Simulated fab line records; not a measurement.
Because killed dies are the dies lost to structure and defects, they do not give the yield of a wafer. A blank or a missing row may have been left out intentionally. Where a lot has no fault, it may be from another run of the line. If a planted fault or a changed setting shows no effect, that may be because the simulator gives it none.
Chamber matching :: flow n5_finfet :: 4 sister chambers for N5_BEOL_M4_VIA_ETCH_34 on rie_diel-01
The step etches the open film in C4F6/O2, target depth 69.4 nm, time 65.9 s. 18 wafers are shown with their chamber, then 9 later ones without.

## WAFERS WITH THEIR CHAMBER
wafer: L074.1
chamber: 3
drypump_motor_current_A (A): 4.8
rf_vpp_V (V): 671
throttle_valve_pct (%): 30.93

wafer: L074.2
chamber: 0
drypump_motor_current_A (A): 6.5
rf_vpp_V (V): 667
throttle_valve_pct (%): 30.30

wafer: L074.5
chamber: 0
drypump_motor_current_A (A): 6.5
rf_vpp_V (V): 666
throttle_valve_pct (%): 30.29

wafer: L079.2
chamber: 0
drypump_motor_current_A (A): 6.5
rf_vpp_V (V): 666
throttle_valve_pct (%): 30.30

wafer: L079.4
chamber: 3
drypump_motor_current_A (A): 4.8
rf_vpp_V (V): 670
throttle_valve_pct (%): 30.93

wafer: L079.6
chamber: 3
drypump_motor_current_A (A): 4.8
rf_vpp_V (V): 671
throttle_valve_pct (%): 30.94

wafer: L082.1
chamber: 1
drypump_motor_current_A (A): 5.7
rf_vpp_V (V): 670
throttle_valve_pct (%): 30.70

wafer: L082.3
chamber: 2
drypump_motor_current_A (A): 5.7
rf_vpp_V (V): 659
throttle_valve_pct (%): 30.81

wafer: L082.5
chamber: 3
drypump_motor_current_A (A): 4.8
rf_vpp_V (V): 669
throttle_valve_pct (%): 30.92

wafer: L085.1
chamber: 0
drypump_motor_current_A (A): 6.5
rf_vpp_V (V): 666
throttle_valve_pct (%): 30.29

wafer: L085.2
chamber: 2
drypump_motor_current_A (A): 5.7
rf_vpp_V (V): 658
throttle_valve_pct (%): 30.81

wafer: L085.3
chamber: 3
drypump_motor_current_A (A): 4.8
rf_vpp_V (V): 669
throttle_valve_pct (%): 30.95

wafer: L091.1
chamber: 1
drypump_motor_current_A (A): 5.8
rf_vpp_V (V): 669
throttle_valve_pct (%): 30.45

wafer: L091.4
chamber: 3
drypump_motor_current_A (A): 4.8
rf_vpp_V (V): 669
throttle_valve_pct (%): 30.97

wafer: L091.6
chamber: 1
drypump_motor_current_A (A): 5.8
rf_vpp_V (V): 670
throttle_valve_pct (%): 30.46

wafer: L093.1
chamber: 0
drypump_motor_current_A (A): 6.5
rf_vpp_V (V): 666
throttle_valve_pct (%): 30.35

wafer: L093.3
chamber: 1
drypump_motor_current_A (A): 5.7
rf_vpp_V (V): 670
throttle_valve_pct (%): 30.47

wafer: L093.4
chamber: 2
drypump_motor_current_A (A): 5.7
rf_vpp_V (V): 658
throttle_valve_pct (%): 30.83

SIGNATURES (averages over the wafers above)
reading: drypump_motor_current_A
chamber 0: 6.500
chamber 1: 5.750
chamber 2: 5.700
chamber 3: 4.800
scatter within a chamber: 0.0267

reading: rf_vpp_V
chamber 0: 666.20
chamber 1: 669.75
chamber 2: 658.33
chamber 3: 669.83
scatter within a chamber: 0.71

reading: throttle_valve_pct
chamber 0: 30.3060
chamber 1: 30.5200
chamber 2: 30.8167
chamber 3: 30.9400
scatter within a chamber: 0.0584
Rule: for a wafer and a chamber, the distance is found by dividing, reading by reading, the gap between the wafer's reading and the chamber's mean by the reading's scatter, squaring, summing and taking the root. The wafer belongs to the nearest chamber; if the next one is less than 2 further off, it can't be placed. The scatter: take each reading less its chamber's mean, square it, sum over the shown wafers, divide by the number of wafers less the number of chambers, and take the root.

## WAFERS WHOSE CHAMBER IS MISSING
wafer: L095.2
drypump_motor_current_A (A): 5.7
rf_vpp_V (V): 670
throttle_valve_pct (%): 30.48

wafer: L095.5
drypump_motor_current_A (A): 6.5
rf_vpp_V (V): 665
throttle_valve_pct (%): 30.34

wafer: L095.6
drypump_motor_current_A (A): 4.8
rf_vpp_V (V): 668
throttle_valve_pct (%): 30.98

wafer: L096.1
drypump_motor_current_A (A): 5.7
rf_vpp_V (V): 657
throttle_valve_pct (%): 30.84

wafer: L096.2
drypump_motor_current_A (A): 5.7
rf_vpp_V (V): 669
throttle_valve_pct (%): 30.48

wafer: L096.3
drypump_motor_current_A (A): 6.5
rf_vpp_V (V): 665
throttle_valve_pct (%): 30.32

wafer: L097.1
drypump_motor_current_A (A): 5.7
rf_vpp_V (V): 669
throttle_valve_pct (%): 30.49

wafer: L097.2
drypump_motor_current_A (A): 5.7
rf_vpp_V (V): 659
throttle_valve_pct (%): 30.86

wafer: L097.4
drypump_motor_current_A (A): 6.5
rf_vpp_V (V): 665
throttle_valve_pct (%): 30.34

## EACH ONE'S CHAMBER
wafer: L095.2
from the rows above: 1
in truth: 1

wafer: L095.5
from the rows above: 0
in truth: 0

wafer: L095.6
from the rows above: 3
in truth: 3

wafer: L096.1
from the rows above: 2
in truth: 2

wafer: L096.2
from the rows above: 1
in truth: 1

wafer: L096.3
from the rows above: 0
in truth: 0

wafer: L097.1
from the rows above: 1
in truth: 1

wafer: L097.2
from the rows above: 2
in truth: 2

wafer: L097.4
from the rows above: 0
in truth: 0
Placed correctly: 9 of 9. From these rows, 0 cannot be placed. 0 placed wrongly.
